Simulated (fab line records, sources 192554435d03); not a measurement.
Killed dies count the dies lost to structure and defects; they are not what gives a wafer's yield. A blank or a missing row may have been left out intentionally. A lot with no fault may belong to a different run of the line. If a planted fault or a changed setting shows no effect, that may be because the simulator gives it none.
fab line records	flow n5-finfet
[record] lots = 9	wafers = 27	last-day = 18
route steps=1938 shown MOL_CONTACT_COAG@550 BEOL_M4@1111 PASSIVATION@1936
lots that met no fault: taken from a fault-free run of the same line
start-h: hours from the record's first day to the start of the lot's first wafer shown	wait-h: hours from the lot's prior step to this one	" repeats the value in the row above	L1.1+2: a row that stands for several wafers	- either no value or no given start	* or withheld: withheld	< > ~ a bound
route shown NAME@n: a module of which the file shows steps, and the number in the route of the first	usual: mean/standard deviation of fault-free wafers	same: alike in all rows	chamber/n: place in a boat	sites: readings site by site	_std_site: standard deviation across them	_edge_site: outer sites' mean less inner sites'	radius-mm: for every site, how far away it sits from the centre of the wafer	mask NAME#n: copy n	behind: the most recent tool/chamber to have shaped the wafer	hold: why the lot was held/for how many hours/how that ended	device: transistor that didn't switch, given as n, p or np	end of line: the tests these same wafers got at the end of their route	for a step that has no rows: nothing shown but its recipe	killed: dies that structure and defects cost at the first sort, which is not the same as the wafer's yield	map: the dies of a wafer, with x for killed, . for not killed, _ for no die there
set.NAME: the setting as run; set.NAME@STEP: as run at that earlier step	model.NAME: the simulator's own value behind a step, which no gauge read
one table for each step of the route and one row for each wafer, over a sample of lots
services: when a tool's chamber went out of use (start-h, in hours from the record's first day, below 0 if earlier), for how many hours, and the reason
[[steps]]
[step N5_MOL_CONTACT_COAG_PRE_CLEAN_142]
[recipe] gas = H2/He	time-s = 60	temp-c = 300
[usual] heater-power-w = 492/68
lot.wafer	tool	chamber	start-h	wait-h	heater-power-w
L585.4	pvd-sputter-01	-	109.38	1.7	538
L585.5	"	-	"	"	448
L585.6	"	-	"	"	533
L588.4	pvd-sputter-01	-	122.47	0.7	444
L588.5	"	-	"	"	524
L588.6	"	-	"	"	445
L589.2	pvd-sputter-02	-	130.99	1.2	492
L589.5	"	-	"	"	476
L589.6	"	-	"	"	596
L590.2	pvd-sputter-03	-	140.86	4.5	498
L590.3	"	-	"	"	412
L590.5	"	-	"	"	423
L592.2	pvd-sputter-02	-	147.31	1.3	473
L592.3	"	-	"	"	617
L592.6	"	-	"	"	603
L593.1	pvd-sputter-03	-	157.87	2.2	512
L593.5	"	-	"	"	404
L593.6	"	-	"	"	425
L595.2	pvd-sputter-02	-	171.29	1.3	477
L595.3	"	-	"	"	595
L595.5	"	-	"	"	589
L605.1	pvd-sputter-02	-	226.87	1.7	581
L605.3	"	-	"	"	470
L605.4	"	-	"	"	488
L606.1	pvd-sputter-03	-	236.16	1.7	409
L606.2	"	-	"	"	442
L606.5	"	-	"	"	500
[step N5_MOL_CONTACT_COAG_ALD_123]
[recipe] material = SiNx	target-thk-a = 50	temp-c = 400	ald-precursor-family = SiH2I2	ald-co-reactant = N2/H2-plasma	pulse-time-s = 1	purge-time-s = 2	co-reactant-purge-time-s = 2	ald-cycles = 100	pressure-torr = 2
[usual] heater-power-w = 856/59	precursor-pulse-height-rel = 1.001/0.021
[same] purge-time-s = 2
lot.wafer	tool	chamber	start-h	wait-h	heater-power-w	precursor-pulse-height-rel
L585.4	ald-sin-03	3	112.34	0.0	812	1.030
L585.5	"	0	"	"	784	0.999
L585.6	"	1	"	"	974	1.016
L588.4	ald-sin-01	1	125.43	0.0	780	1.018
L588.5	"	2	"	"	861	1.023
L588.6	"	3	"	"	870	1.012
L589.2	ald-sin-01	0	134.00	0.0	909	1.049
L589.5	"	3	"	"	845	1.005
L589.6	"	0	"	"	909	1.017
L590.2	ald-sin-02	1	143.82	0.0	850	1.017
L590.3	"	2	"	"	846	1.007
L590.5	"	2	"	"	847	1.005
L592.2	ald-sin-01	1	150.49	0.0	798	1.006
L592.3	"	2	"	"	861	1.012
L592.6	"	3	"	"	871	1.015
L593.1	ald-sin-03	3	160.93	0.0	824	1.047
L593.5	"	0	"	"	772	1.000
L593.6	"	3	"	"	850	0.978
L595.2	ald-sin-01	3	174.33	0.0	860	0.991
L595.3	"	0	"	"	902	1.019
L595.5	"	1	"	"	796	0.985
L605.1	ald-sin-02	0	230.98	0.0	1022	0.960
L605.3	"	1	"	"	859	1.019
L605.4	"	2	"	"	849	0.994
L606.1	ald-sin-03	2	239.16	0.1	826	1.007
L606.2	"	1	"	"	944	1.001
L606.5	"	3	"	"	812	1.012
[step N5_MOL_CONTACT_COAG_OVL_MEAS_85]
[recipe] points-per-wafer = 522
[usual] VG_OVL = 0.0/0.72
[same] points-per-wafer = 522
lot.wafer	tool	chamber	start-h	wait-h	VG_OVL[nm]
L585.4	overlay-01	0	113.25	0.0	-1.0
L585.5	"	0	"	"	-1.3
L585.6	"	0	"	"	-0.1
L588.4	overlay-02	0	126.32	0.0	1.1
L588.5	"	0	"	"	0.9
L588.6	"	0	"	"	0.6
L589.2	overlay-01	0	134.88	0.0	-0.7
L589.5	"	0	"	"	-0.9
L589.6	"	0	"	"	-0.1
L590.2	overlay-01	0	144.69	0.0	1.4
L590.3	"	0	"	"	1.7
L590.5	"	0	"	"	1.2
L592.2	overlay-02	0	151.36	0.0	-0.3
L592.3	"	0	"	"	-0.3
L592.6	"	0	"	"	-0.8
L593.1	overlay-01	0	161.80	0.0	0.1
L593.5	"	0	"	"	-0.1
L593.6	"	0	"	"	-0.3
L595.2	overlay-01	0	175.34	0.0	-0.4
L595.3	"	0	"	"	-0.8
L595.5	"	0	"	"	-0.7
L605.1	overlay-01	0	231.85	0.0	-0.8
L605.3	"	0	"	"	0.4
L605.4	"	0	"	"	0.8
L606.1	overlay-02	0	240.03	0.0	0.6
L606.2	"	0	"	"	0.4
L606.5	"	0	"	"	0.7
[step N5_MOL_CONTACT_COAG_INSPECT_57]
[recipe] mode = adi	inspect-instrument = brightfield
[usual] raw-defect-count = 198/49
lot.wafer	tool	chamber	start-h	wait-h	raw-defect-count
L585.4	defect-inspect-01	-	113.29	0.0	205
L585.5	"	-	"	"	175
L585.6	"	-	"	"	136
L588.4	defect-inspect-02	-	126.36	0.0	166
L588.5	"	-	"	"	132
L588.6	"	-	"	"	185
L589.2	defect-inspect-02	-	134.93	0.0	228
L589.5	"	-	"	"	158
L589.6	"	-	"	"	161
L590.2	defect-inspect-01	-	144.75	0.0	195
L590.3	"	-	"	"	127
L590.5	"	-	"	"	207
L592.2	defect-inspect-01	-	151.42	0.0	261
L592.3	"	-	"	"	192
L592.6	"	-	"	"	639
L593.1	defect-inspect-01	-	161.86	0.1	334
L593.5	"	-	"	"	279
L593.6	"	-	"	"	162
L595.2	defect-inspect-01	-	175.39	0.0	576
L595.3	"	-	"	"	193
L595.5	"	-	"	"	137
L605.1	defect-inspect-01	-	231.91	0.1	211
L605.3	"	-	"	"	206
L605.4	"	-	"	"	216
L606.1	defect-inspect-01	-	240.09	0.1	162
L606.2	"	-	"	"	90
L606.5	"	-	"	"	200
[step N5_MOL_CONTACT_COAG_ETCH_90]
[recipe] chemistry = CF4	target = SiARC	target-depth-a = 130	mask-material = CAR-EUV	time-s = 21.7	ion-energy-ev = 80	pressure-mtorr = 40	source-w = 545	bias-w = 36	Ar_flow_sccm = 100	cf4-flow-sccm = 100	ends = cleared
[usual] cf4-flow-sccm = 100.0/0.31	drypump-motor-current-A = 5.9/0.48	etch-rf-on-time-s = 21.6/0.5	oes-product-au = 0.66/0.072	rf-vpp-V = 184.2/1.1	showerhead-plenum-p-Torr = 2.16/0.072	throttle-valve-pct = 15.66/0.18
lot.wafer	tool	chamber	start-h	wait-h	cf4-flow-sccm	drypump-motor-current-A	etch-rf-on-time-s	oes-product-au	rf-hours-counter-h	rf-vpp-V	showerhead-plenum-p-Torr	throttle-valve-pct
L585.4	rie-diel-05	0	113.50	0.0	99.6	5.6	22.2	0.60	224	183.4	2.13	15.76
L585.5	"	3	"	"	100.2	5.5	21.9	0.77	-	185.0	2.28	15.50
L585.6	"	2	"	"	100.1	5.7	21.6	0.59	-	184.6	2.12	15.79
L588.4	rie-diel-01	1	126.45	0.0	100.1	6.5	22.9	0.59	211	186.5	2.13	16.08
L588.5	"	3	"	"	100.0	5.9	20.6	0.85	-	184.4	2.20	15.51
L588.6	"	0	"	"	100.1	5.6	21.3	0.60	-	181.8	2.03	15.96
L589.2	rie-diel-05	0	135.02	0.0	99.9	5.6	22.4	0.59	230	184.7	2.12	15.78
L589.5	"	0	"	"	99.8	5.6	22.1	0.59	-	183.7	2.12	15.80
L589.6	"	1	"	"	100.0	6.2	21.4	0.63	-	182.7	2.14	15.55
L590.2	rie-diel-05	1	145.56	0.0	100.4	6.2	21.5	0.63	182	185.4	2.14	15.56
L590.3	"	2	"	"	100.3	5.7	21.6	0.58	239	184.9	2.12	15.82
L590.5	"	1	"	"	100.3	6.2	21.4	0.62	-	185.2	2.14	15.55
L592.2	rie-diel-01	0	152.39	0.0	100.0	5.6	21.3	0.87	2	186.9	2.28	15.47
L592.3	"	2	"	"	99.8	4.8	21.5	0.64	187	185.6	2.21	15.70
L592.6	"	0	"	"	100.2	5.6	21.6	0.86	-	185.6	2.28	15.48
L593.1	rie-diel-05	1	161.95	0.0	100.3	6.2	21.5	0.62	188	184.8	2.14	15.56
L593.5	"	0	"	"	100.0	5.6	22.3	0.59	-	184.6	2.12	15.80
L593.6	"	3	"	"	99.7	5.5	22.1	0.74	-	185.7	2.28	15.52
L595.2	rie-diel-05	1	177.50	0.0	100.5	6.2	21.3	0.62	194	183.6	2.14	15.58
L595.3	"	0	"	"	100.0	5.6	22.0	0.59	245	183.2	2.12	15.82
L595.5	"	0	"	"	99.9	5.6	22.0	0.59	-	184.3	2.12	15.82
L605.1	rie-diel-01	2	233.04	0.0	100.1	4.8	21.7	0.62	211	183.5	2.20	15.76
L605.3	"	1	"	"	100.1	6.6	23.0	0.56	247	184.1	2.12	16.12
L605.4	"	3	"	"	100.3	5.9	20.8	0.77	39	183.7	2.19	15.58
L606.1	rie-diel-02	2	240.18	0.0	99.8	6.3	21.4	0.72	71	184.4	2.25	15.41
L606.2	"	0	"	"	100.9	6.0	21.7	0.65	131	183.0	2.06	15.64
L606.5	"	0	"	"	100.2	6.0	21.5	0.65	-	183.8	2.06	15.61
[step N5_MOL_CONTACT_COAG_INSPECT_42]
[recipe] mode = adi	inspect-instrument = brightfield
[usual] raw-defect-count = 199/48
lot.wafer	tool	chamber	start-h	wait-h	raw-defect-count
L585.4	defect-inspect-01	-	114.98	0.0	204
L585.5	"	-	"	"	178
L585.6	"	-	"	"	137
L588.4	defect-inspect-02	-	127.61	0.0	172
L588.5	"	-	"	"	133
L588.6	"	-	"	"	186
L589.2	defect-inspect-02	-	136.42	0.1	211
L589.5	"	-	"	"	177
L589.6	"	-	"	"	152
L590.2	defect-inspect-02	-	146.91	0.0	175
L590.3	"	-	"	"	127
L590.5	"	-	"	"	207
L592.2	defect-inspect-02	-	153.69	0.0	266
L592.3	"	-	"	"	193
L592.6	"	-	"	"	664
L593.1	defect-inspect-01	-	163.37	0.1	331
L593.5	"	-	"	"	258
L593.6	"	-	"	"	164
L595.2	defect-inspect-01	-	178.81	0.0	595
L595.3	"	-	"	"	216
L595.5	"	-	"	"	151
L605.1	defect-inspect-02	-	234.20	0.1	192
L605.3	"	-	"	"	212
L605.4	"	-	"	"	230
L606.1	defect-inspect-02	-	242.62	0.1	168
L606.2	"	-	"	"	96
L606.5	"	-	"	"	202
[step N5_BEOL_M4_RC_MEAS_101]
[usual] DIBL_N = 35.9/1.7	DIBL_P = 35.8/2.2	IOFF_N = 0.15/0.03	IOFF_P = 0.21/0.036	ION_N = 674/12	ION_P = 463/7.2	SS_N = 71.3/0.59	SS_P = 73.1/0.69	VT_N = 250/3	VT_P = -251/3.2
lot.wafer	tool	chamber	start-h	wait-h	DIBL_N[mV/V]	DIBL_P[mV/V]	IOFF_N[nA/um]	IOFF_P[nA/um]	ION_N[uA/um]	ION_P[uA/um]	SS_N[mV/dec]	SS_P[mV/dec]	VT_N[mV]	VT_P[mV]
L585.4	prober-01	0	177.57	0.6	34.2	33.4	0.13	0.20	674	468	71.0	72.0	249	-251
L585.5	"	0	"	"	33.6	33.0	0.12	0.19	658	462	71.3	72.1	254	-250
L585.6	"	0	"	"	34.9	34.2	0.14	0.20	668	462	71.7	73.0	252	-249
L588.4	prober-02	0	186.36	0.5	34.0	33.5	0.12	0.19	662	460	70.9	72.6	253	-251
L588.5	"	0	"	"	36.1	35.7	0.16	0.22	679	470	70.9	72.7	248	-248
L588.6	"	0	"	"	35.6	35.3	0.13	0.20	662	464	70.7	72.9	252	-249
L589.2	prober-02	0	210.04	0.2	36.5	36.2	0.16	0.21	676	465	71.3	72.6	249	-251
L589.5	"	0	"	"	37.8	37.1	0.18	0.23	693	464	71.6	72.4	246	-248
L589.6	"	0	"	"	38.6	38.2	0.20	0.25	684	471	72.5	73.0	246	-247
L590.2	prober-02	0	216.58	0.2	38.4	39.9	0.20	0.26	693	472	72.1	73.9	245	-249
L590.3	"	0	"	"	38.3	39.9	0.21	0.27	683	473	71.8	74.4	247	-249
L590.5	"	0	"	"	38.0	38.8	0.19	0.23	677	461	71.3	73.3	248	-249
L592.2	prober-02	0	237.47	0.2	35.7	36.3	0.16	0.18	688	465	71.5	73.7	248	-252
L592.3	"	0	"	"	33.1	33.1	0.12	0.14	658	447	70.5	72.7	251	-258
L592.6	"	0	"	"	35.6	35.3	0.16	0.17	684	457	70.8	73.5	248	-256
L593.1	prober-02	0	240.21	0.0	33.3	32.4	0.10	0.14	656	457	70.1	71.9	252	-255
L593.5	"	0	"	"	34.1	35.3	0.12	0.17	665	457	70.3	73.2	253	-255
L593.6	"	0	"	"	34.9	33.7	0.12	0.15	649	447	70.9	72.8	253	-258
L595.2	prober-02	0	246.18	0.2	36.9	37.0	0.18	0.25	690	472	71.2	73.0	246	-246
L595.3	"	0	"	"	36.7	37.3	0.17	0.24	670	457	71.8	73.6	250	-248
L595.5	"	0	"	"	35.9	35.6	0.15	0.22	678	468	71.6	73.4	251	-250
L605.1	prober-02	0	310.02	0.0	35.8	36.1	0.15	0.21	673	461	71.4	73.9	248	-251
L605.3	"	0	"	"	37.6	38.6	0.19	0.25	686	467	72.0	74.6	246	-249
L605.4	"	0	"	"	34.1	33.2	0.12	0.16	665	455	70.5	72.6	255	-251
L606.1	prober-02	0	315.37	0.0	33.7	34.0	0.11	0.16	667	464	70.3	72.1	256	-255
L606.2	"	0	"	"	36.1	36.2	0.14	0.18	675	457	71.2	73.5	254	-251
L606.5	"	0	"	"	34.0	34.3	0.11	0.15	658	457	70.8	72.1	255	-255
[step N5_PASSIVATION_PROBE_49]
[usual] defect-limited-yield = 91.0/1.5	killed_at_M0_to_M3 = 35/12	killed_at_M4_up = 15/5.8	killed-at-contacts = 14/7.2	killed-at-front-end = 40/10	killed-at-other = 3/3	killed-dies = 106/18	killed-on-rim = 14/4	killed-open = 68/14	killed-short = 35/7.2	sort_bin_5_function = 5.2/0.96	sort_bin_6_memory = 3.3/0.69	sort-n-pass = 1074/18	sort-yield-pct = 91.0/1.5
[same] gross-dies = 1180	killed-at-back-side = 0	sort_bin_4_leakage[%] = 0	sort_bin_8_speed[%] = 0
lot.wafer	tool	chamber	start-h	wait-h	defect-limited-yield[%]	killed_at_M0_to_M3	killed_at_M4_up	killed-at-contacts	killed-at-front-end	killed-at-other	killed-dies	killed-on-rim	killed-open	killed-short	sort_bin_5_function[%]	sort_bin_6_memory[%]	sort-n-pass	sort-yield-pct[%]
L585.4	prober-01	-	280.47	0.2	89.1	40	11	7	63	8	129	15	87	41	6.5	4.1	1051	89.1
L585.5	prober-01	-	280.52	0.2	92.9	29	9	2	40	4	84	9	47	34	4.3	2.5	1096	92.9
L585.6	prober-01	-	280.57	0.3	90.6	31	27	4	46	3	111	16	68	37	5.4	3.1	1069	90.6
L589.2	prober-01	-	308.31	0.1	88.3	69	15	19	33	2	138	15	89	47	6.9	3.9	1042	88.3
L589.5	prober-01	-	308.46	0.2	89.9	41	23	23	32	0	119	12	85	32	6.5	3.6	1061	89.9
L589.6	prober-01	-	308.51	0.3	89.8	44	27	13	36	0	120	16	80	36	5.6	3.8	1060	89.8
L590.2	prober-01	-	315.33	0.1	92.3	33	8	10	28	12	91	13	48	40	4.2	3.3	1089	92.3
L590.3	prober-01	-	315.38	0.1	93.5	26	14	3	33	1	77	7	49	26	3.9	2.5	1103	93.5
L590.5	prober-01	-	315.48	0.2	92.8	33	12	7	31	2	85	17	46	36	4.1	2.5	1095	92.8
L593.1	prober-02	-	336.24	0.0	91.2	36	16	18	34	0	104	6	79	21	4.7	3.9	1076	91.2
L593.5	prober-02	-	336.44	0.2	91.1	20	11	23	51	0	105	10	57	45	5.7	2.9	1075	91.1
L593.6	prober-02	-	336.49	0.3	90.9	34	10	14	45	4	107	17	68	36	5.1	3.6	1073	90.9
L592.2	prober-02	-	343.62	0.1	89.8	37	13	28	36	6	120	17	83	32	6.6	3.6	1060	89.8
L592.3	prober-02	-	343.67	0.1	88.1	46	29	18	43	4	140	15	96	38	6.5	4.5	1040	88.1
L592.6	prober-02	-	343.82	0.3	79.5	51	19	124	46	2	242	18	96	36	12.6	6.4	938	79.5
L595.2	prober-02	-	346.40	0.9	83.6	13	20	142	17	1	193	9	58	17	11.3	3.6	987	83.6
L595.3	prober-02	-	346.45	0.9	91.3	21	15	8	52	7	103	11	63	37	4.2	4.0	1077	91.3
L595.5	prober-02	-	346.55	1.0	91.9	19	26	16	27	7	95	18	61	32	4.2	3.5	1085	91.9
// killed by level:class
L585.4 FIN_SAQP:geometric-particle:open=25 BEOL_M0_SAQP:geometric-particle:open=15 STI_FIN_REVEAL:geometric-particle:open=14 BEOL_M0_SAQP:geometric-particle:short=9 FIN_SAQP:geometric-particle:short=8 MOL_CONTACT_COAG:geometric-particle:open=6 BEOL_M0:geometric-particle:open=5 BEOL_M1:geometric-particle:short=5
L585.5 FIN_SAQP:geometric-particle:open=11 FIN_SAQP:geometric-particle:short=8 BEOL_M0_SAQP:geometric-particle:open=7 DUMMY_GATE:geometric-particle:open=4 BEOL_M0_SAQP:geometric-particle:short=4 BEOL_M2:geometric-particle:open=4 BEOL_M4:geometric-particle:short=4 STARTING-WAFER:geometric-particle:short=4
L585.6 BEOL_M4:geometric-particle:open=18 STI_FIN_REVEAL:geometric-particle:open=14 BEOL_M0_SAQP:geometric-particle:short=11 BEOL_M0_SAQP:geometric-particle:open=8 FIN_SAQP:geometric-particle:short=7 BEOL_M4:geometric-particle:short=7 HKMG_FIN:area-etch=6 FIN_SAQP:geometric-particle:open=4
L589.2 BEOL_M0_SAQP:geometric-particle:open=16 MOL_CONTACT_COAG:geometric-particle:open=16 BEOL_M0_SAQP:geometric-particle:short=15 BEOL_M2:geometric-particle:open=13 FIN_SAQP:geometric-particle:short=8 DUMMY_GATE:geometric-particle:open=8 BEOL_M3:geometric-particle:open=8 BEOL_M1:geometric-particle:open=7
L589.5 MOL_CONTACT_COAG:geometric-particle:open=18 BEOL_M4:geometric-particle:open=12 STI_FIN_REVEAL:geometric-particle:open=9 BEOL_M1:geometric-particle:open=9 BEOL_M2:geometric-particle:open=9 BEOL_M0_SAQP:geometric-particle:open=8 FIN_SAQP:geometric-particle:open=6 BEOL_M0_SAQP:geometric-particle:short=6
L589.6 BEOL_M4:geometric-particle:open=14 MOL_CONTACT_COAG:geometric-particle:open=13 BEOL_M0_SAQP:geometric-particle:open=13 STI_FIN_REVEAL:geometric-particle:open=11 BEOL_M0_SAQP:geometric-particle:short=8 BEOL_M1:geometric-particle:open=6 STI_FIN_REVEAL:geometric-particle:short=5 BEOL_M4:geometric-particle:short=5
L590.2 BEOL_M0_SAQP:geometric-particle:short=10 STI_FIN_REVEAL:geometric-particle:open=9 FIN_SAQP:geometric-particle:open=6 MOL_CONTACT_COAG:geometric-particle:open=6 PASS1_CAP:geometric-particle:short=6 BEOL_M3:geometric-particle:short=5 MOL_CONTACT_COAG:geometric-particle:short=4 BEOL_M0_SAQP:geometric-particle:open=4
L590.3 BEOL_M2:geometric-particle:open=7 FIN_SAQP:geometric-particle:short=6 BEOL_M0_SAQP:geometric-particle:open=6 BEOL_M0_SAQP:geometric-particle:short=6 STI_FIN_REVEAL:geometric-particle:open=5 STI_FIN_REVEAL:geometric-particle:short=5 BEOL_M4:geometric-particle:open=4 DUMMY_GATE:geometric-particle:open=3
L590.5 BEOL_M0_SAQP:geometric-particle:short=11 MOL_CONTACT_COAG:geometric-particle:open=7 BEOL_M1:geometric-particle:short=7 BEOL_M1:geometric-particle:open=6 BEOL_M5:geometric-particle:open=5 FIN_SAQP:geometric-particle:open=4 DUMMY_GATE:geometric-particle:open=4 BEOL_M0_SAQP:geometric-particle:open=4
L593.1 MOL_CONTACT_COAG:geometric-particle:open=13 FIN_SAQP:geometric-particle:open=9 BEOL_M1:geometric-particle:open=9 DUMMY_GATE:geometric-particle:open=7 BEOL_M0:geometric-particle:open=7 BEOL_M0_SAQP:geometric-particle:short=6 BEOL_M0_SAQP:geometric-particle:open=5 BEOL_M5:geometric-particle:open=4
L593.5 FIN_SAQP:geometric-particle:short=17 MOL_CONTACT_COAG:geometric-particle:open=17 FIN_SAQP:geometric-particle:open=11 BEOL_M0_SAQP:geometric-particle:open=7 BEOL_M0_SAQP:geometric-particle:short=6 ILD0:geometric-particle:short=5 GATE_CUT:geometric-particle:open=4 MOL_CONTACT_COAG:geometric-particle:short=4
L593.6 FIN_SAQP:geometric-particle:short=15 MOL_CONTACT_COAG:geometric-particle:open=11 FIN_SAQP:geometric-particle:open=8 BEOL_M0:geometric-particle:open=7 BEOL_M1:geometric-particle:open=6 BEOL_M2:geometric-particle:open=6 STI_FIN_REVEAL:geometric-particle:open=4 BEOL_M0_SAQP:geometric-particle:short=4
L592.2 MOL_CONTACT_COAG:geometric-particle:open=25 BEOL_M2:geometric-particle:open=10 STI_FIN_REVEAL:geometric-particle:open=9 FIN_SAQP:geometric-particle:short=8 BEOL_M0_SAQP:geometric-particle:open=7 STARTING-WAFER:geometric-particle:open=5 FIN_SAQP:geometric-particle:open=4 BEOL_M0_SAQP:geometric-particle:short=4
L592.3 STI_FIN_REVEAL:geometric-particle:open=20 BEOL_M3:geometric-particle:open=14 MOL_CONTACT_COAG:geometric-particle:open=14 BEOL_M4:geometric-particle:open=11 BEOL_M2:geometric-particle:open=11 BEOL_M3:geometric-particle:short=9 BEOL_M8:geometric-particle:open=6 GATE_CUT:geometric-particle:short=4
L592.6 MOL_CONTACT_COAG:unspecified=107 MOL_CONTACT_COAG:geometric-particle:open=16 FIN_SAQP:geometric-particle:open=13 FIN_SAQP:geometric-particle:short=9 BEOL_M1:geometric-particle:open=8 BEOL_M0_SAQP:geometric-particle:open=8 BEOL_M0:geometric-particle:open=8 STI_FIN_REVEAL:geometric-particle:open=7
L595.2 MOL_CONTACT_COAG:unspecified=111 MOL_CONTACT_COAG:geometric-particle:open=26 BEOL_M4:geometric-particle:open=9 BEOL_M0_SAQP:geometric-particle:open=7 MOL_CONTACT_COAG:geometric-particle:short=5 GATE_CUT:geometric-particle:short=4 FIN_SAQP:geometric-particle:open=3 STI_FIN_REVEAL:geometric-particle:open=3
L595.3 DUMMY_GATE:geometric-particle:open=14 FIN_SAQP:geometric-particle:open=8 FIN_SAQP:geometric-particle:short=8 BEOL_M0_SAQP:geometric-particle:open=8 BEOL_M0_SAQP:geometric-particle:short=7 STI_FIN_REVEAL:geometric-particle:open=6 DUMMY_GATE:geometric-particle:short=6 BEOL_M4:geometric-particle:open=6
L595.5 MOL_CONTACT_COAG:geometric-particle:open=11 BEOL_M4:geometric-particle:open=11 BEOL_M0_SAQP:geometric-particle:short=7 DUMMY_GATE:geometric-particle:open=6 BEOL_M0_SAQP:geometric-particle:open=6 MOL_CONTACT_COAG:geometric-particle:short=5 BEOL_M4:geometric-particle:short=5 FIN_SAQP:geometric-particle:open=4
[[services]]
tool	chamber	start-h	hours	kind
ald-sin-02	-	85.82	14.0	pm
rie-diel-01	3	95.39	-	clean
rie-diel-01	3	95.39	-	consumable-replace:focus-ring
rie-diel-01	3	95.39	21.6	scheduled-down
pvd-sputter-02	-	98.41	3.3	repair
ald-sin-01	2	102.19	2.7	repair
pvd-sputter-03	-	118.41	4.7	repair
pvd-sputter-01	-	119.28	0.6	repair
rie-diel-05	2	174.17	-	clean
rie-diel-05	2	174.17	-	consumable-replace:focus-ring
rie-diel-05	2	174.17	18.4	scheduled-down
rie-diel-05	2	174.17	18.4	vent-cycle
ald-sin-03	2	175.94	10.6	repair
ald-sin-03	-	176.75	14.0	pm
rie-diel-05	0	193.08	-	clean
rie-diel-05	0	193.08	-	consumable-replace:focus-ring
rie-diel-05	0	193.08	30.1	scheduled-down
rie-diel-05	0	193.08	30.1	vent-cycle
rie-diel-02	-	195.44	3.7	repair
ald-sin-03	-	204.91	6.1	pm
ald-sin-02	-	210.48	4.3	pm
ald-sin-01	2	214.28	9.8	repair
ald-sin-01	1	217.40	3.8	repair
ald-sin-03	3	227.45	4.1	repair
[[key]]
[first-sign] step = N5_MOL_CONTACT_COAG_INSPECT_57	reading = raw-defect-count	direction = up	sigmas = 8.3	usual = 198	struck = 608
[effect] step = N5_MOL_CONTACT_COAG_INSPECT_42	reading = raw-defect-count	direction = up	sigmas = 9	usual = 199	struck = 630
[effect] step = N5_PASSIVATION_PROBE_49	reading = killed-at-contacts	direction = up	sigmas = 17	usual = 14	struck = 133
[more-kills-born-at] N5_MOL_CONTACT_COAG_ALD_123@ald-sin-01 = 218
met-at N5_MOL_CONTACT_COAG_ALD_123
struck-lots L592,L595
struck-wafers L592.6,L595.2
not-acting-at N5_MOL_CONTACT_COAG_PRE_CLEAN_142,N5_MOL_CONTACT_COAG_OVL_MEAS_85,N5_MOL_CONTACT_COAG_ETCH_90
onset-between 134.00 150.49
[fault] kind = chamber-particle-source	tool = ald-sin-01	chamber = 3	onset-h = 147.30	steps = N5_MOL_CONTACT_COAG_ALD_123	rate-per-visit-cm2 = 0.54857	end-h = 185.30
